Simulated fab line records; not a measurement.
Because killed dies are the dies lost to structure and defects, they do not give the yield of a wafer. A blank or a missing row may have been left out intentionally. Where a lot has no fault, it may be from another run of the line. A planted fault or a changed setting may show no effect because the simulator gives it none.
Chamber matching	flow n5Finfet	N5_MOL_CONTACT_COAG_ETCH_106 on rieDiel-05: 4 sister chambers
The step etches SOC in N2/H2, target depth 80 nm, overetch 16 nm, time 120 s. 8 wafers are shown with their chamber, then 12 later ones without.

== WAFERS WITH THEIR CHAMBER ==
wafer	chamber	drypumpMotorCurrentA (A)	showerheadPlenumPTorr (Torr)
L087.3	0	5.7	2.59
L087.5	0	5.8	2.59
L089.4	1	5.9	2.47
L089.5	2	5.8	2.48
L089.6	3	6.3	2.63
L090.1	2	5.8	2.47
L090.2	1	5.9	2.47
L090.3	3	6.3	2.62

== WAFERS WITH NO CHAMBER GIVEN ==
wafer	drypumpMotorCurrentA (A)	showerheadPlenumPTorr (Torr)
L090.4	5.7	2.58
L090.5	5.9	2.47
L090.6	5.8	2.47
L091.1	5.8	2.47
L091.3	6.3	2.62
L091.6	5.7	2.58
L093.1	5.8	2.58
L093.4	5.9	2.46
L093.6	5.8	2.47
L096.3	6.3	2.62
L096.4	5.7	2.58
L096.6	5.8	2.47

== WHICH CHAMBER EACH ONE RAN IN ==
wafer	from the rows above	in truth
L090.4	0	0
L090.5	1	1
L090.6	can't be placed: 2 or 1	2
L091.1	can't be placed: 2 or 1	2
L091.3	3	3
L091.6	0	0
L093.1	0	0
L093.4	1	1
L093.6	can't be placed: 2 or 1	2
L096.3	3	3
L096.4	0	0
L096.6	can't be placed: 2 or 1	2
Placed correctly: 8 of 12. Can't be placed from these rows: 4 (the true chamber is among the candidates in 4). 0 placed wrongly.
How it was worked out, from the rows above alone: a wafer's distance from a chamber is the root of the sum, over the readings, of the square of ((its reading less the chamber's mean) divided by the reading's scatter). The wafer belongs to the nearest chamber; if the next one is less than 2 further off, it can't be placed. The mean given for a chamber averages the wafers shown for that chamber. The scatter: the root of (the sum of the squares of (reading less its chamber's mean) over the shown wafers, divided by (wafers less chambers)).
